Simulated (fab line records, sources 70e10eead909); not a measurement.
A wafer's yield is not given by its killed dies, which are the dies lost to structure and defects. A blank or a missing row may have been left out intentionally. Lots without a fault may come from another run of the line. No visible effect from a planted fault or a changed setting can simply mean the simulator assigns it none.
Struck lot and sound lot, side by side | flow nand-harc | 15 steps out of a route of 1302
Sound: these wafers, L976.2, L976.3, L976.5. Struck: wafer L987.4 (left out: L987.6, a lot-mate that was not struck); the cause follows at the end.
Per side, at each step with rows, come the tool, then ch with its chambers, and then its first start. Under that, the readings that differ: sound wafers | struck wafers | difference of the means | sigmas: that difference in standard deviations of wafers without a fault.
alike: words and numbers the same on both sides, and readings whose means are apart by under 2 such deviations; not compared: readings that were withheld, readings missing a value for some wafer, numbers with overlapping values and no deviation given by the record, and bounds like >300 which may hide the same value.
The two part at a step that has a row with sigmas, a row that says differs or no value, or rows on one side only. Numbers that don't overlap but have no deviation are shown without sigmas and don't part them. A reading that every wafer of one side lacks parts them only if that side has two wafers or more.

first, 2 steps without rows for these wafers: NHARC_A_DECK1_JOINT_ANNEAL_28 (time 1800 s); NHARC_A_DECK1_JOINT_ANNEAL_29 (time 1800 s).
NHARC_A_DECK1_JOINT_CMP_02: polishes SiOx.
  sound on cmp-02 ch 1,3, day 15 05:42; struck on cmp-02 ch 0, day 19 14:28
  alike: motor-current-A
after that, 1 step had no rows for these wafers: NHARC_A_DECK1_JOINT_SRD_15.
NHARC_A_DECK1_JOINT_DEP_16: deposits SiO2, target thk 45 nm.
  sound on pecvd-03 ch 1,2, day 15 06:07; struck on pecvd-04 ch 2, day 19 14:56
  alike: heater-power-w, throttle-valve-pct
NHARC_A_DECK1_JOINT_THK_MEAS_17: measures by ellipsometry.
  sound on film-metro-02 at day 15 06:22; struck on film-metro-02 at day 19 15:07
  alike: thk-nm
NHARC_A_DECK1_JOINT_INSPECT_05:
  sound on defect-inspect-01 at day 15 06:24; struck on defect-inspect-01 at day 19 15:08
  reading          | sound       | struck | difference | sigmas
  raw-defect-count | 713 589 682 | 237    | -424       | -3
then, no rows for these wafers at 1 step: NHARC_A_ONON_D2_DEP_00 (target thk 1000 nm).
NHARC_A_ONON_D2_THK_MEAS_02: measures by ellipsometry.
  sound on film-metro-02 at day 15 06:58; struck on film-metro-02 at day 19 15:43
  alike: thk-nm
then, no rows for these wafers at 1 step: NHARC_A_ONON_D2_DEP_03 (target thk 1000 nm).
NHARC_A_ONON_D2_THK_MEAS_05: measures by ellipsometry.
  sound on film-metro-02 at day 15 07:32; struck on film-metro-02 at day 19 16:17
  alike: thk-nm
NHARC_A_ONON_D2_DEP_06: target thk 1000 nm.
  sound on pecvd-onon-02 ch 0, day 15 07:39; struck on pecvd-onon-01 ch 0, day 19 16:31
NHARC_A_ONON_D2_THK_MEAS_08: measures by ellipsometry.
  sound on film-metro-02 at day 15 08:06; struck on film-metro-02 at day 19 16:53
  reading     | sound          | struck | difference | sigmas
  thk-nm (nm) | 1006 1005 1006 | 1326   | +320       | +36
then, no rows for these wafers at 1 step: NHARC_A_ONON_D2_DEP_09 (target thk 1000 nm).
-- jump in the record: it breaks off in module A_ONON_D2 and resumes in module END (first step shown: number 1302 of the route), and 12 days separate the struck wafers' starts before and after --
NHARC_END_SORT_01:
  sound on prober-02 ch 0, day 27 08:06; struck on prober-02 ch 0, day 31 14:34
  reading         | sound    | struck | difference | sigmas
  killed-at-array | 48 39 34 | 673    | +633       | +30
  killed-dies     | 50 44 36 | 677    | +634       | +30
  killed-short    | 5 2 2    | 8      | +5         | +3
  alike: killed-at-other, killed-at-periphery, killed-open

== WHERE THEY PART ==
At NHARC_A_DECK1_JOINT_INSPECT_05 first; at NHARC_END_SORT_01 last (within this record only).

WHY: what the simulator had put in
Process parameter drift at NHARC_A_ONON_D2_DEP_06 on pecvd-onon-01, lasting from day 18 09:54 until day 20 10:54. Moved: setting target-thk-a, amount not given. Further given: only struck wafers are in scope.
